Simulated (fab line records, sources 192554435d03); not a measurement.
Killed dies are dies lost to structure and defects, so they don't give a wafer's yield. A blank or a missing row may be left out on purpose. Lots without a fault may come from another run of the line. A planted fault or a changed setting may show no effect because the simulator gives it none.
Chamber matching | flow n5_finfet | N5_BEOL_M1_CO_CAP_55 on cvd_co-02: 3 sister chambers
The step material Co, precursor CCTBA/H2, target thk 2 nm, time 102.1 s. 14 wafers are shown with their chamber, then 7 later ones without.

WAFERS WITH THEIR CHAMBER
wafer  | chamber | heater_power_w (W)
L718.1 | 2       | 234
L718.3 | 0       | 249
L718.4 | 2       | 242
L719.1 | 1       | 261
L719.3 | 0       | 265
L719.4 | 0       | 258
L728.2 | 2       | 240
L728.4 | 0       | 258
L728.5 | 2       | 238
L727.1 | 2       | 238
L727.3 | 1       | 267
L727.6 | 1       | 273
L731.3 | 2       | 232
L731.5 | 2       | 238

SIGNATURES (means of the wafers above)
reading        | chamber 0 | chamber 1 | chamber 2 | scatter within a chamber
heater_power_w | 257.50    | 267.00    | 237.43    | 4.96
Rule: a wafer's distance from a chamber is the root of the sum, over the readings, of the square of ((its reading less the chamber's mean) divided by the reading's scatter). The wafer belongs to the nearest chamber; if the next one is less than 2 further off, it can't be placed. The scatter: the root of (the sum of the squares of (reading less its chamber's mean) over the shown wafers, divided by (wafers less chambers)).

WAFERS WITHOUT THEIR CHAMBER
wafer  | heater_power_w (W)
L731.6 | 258
L736.1 | 256
L736.2 | 268
L736.5 | 240
L737.2 | 263
L737.3 | 260
L737.5 | 265

WHICH CHAMBER EACH WENT THROUGH
wafer  | from the rows above     | in truth
L731.6 | can't be placed: 0 or 1 | 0
L736.1 | can't be placed: 0 or 1 | 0
L736.2 | can't be placed: 1 or 0 | 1
L736.5 | 2                       | 2
L737.2 | can't be placed: 1 or 0 | 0
L737.3 | can't be placed: 0 or 1 | 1
L737.5 | can't be placed: 1 or 0 | 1
Placed correctly: 1 of 7. Can't be placed from these rows: 6 (the true chamber is among the candidates in 6). Placed wrongly: 0.
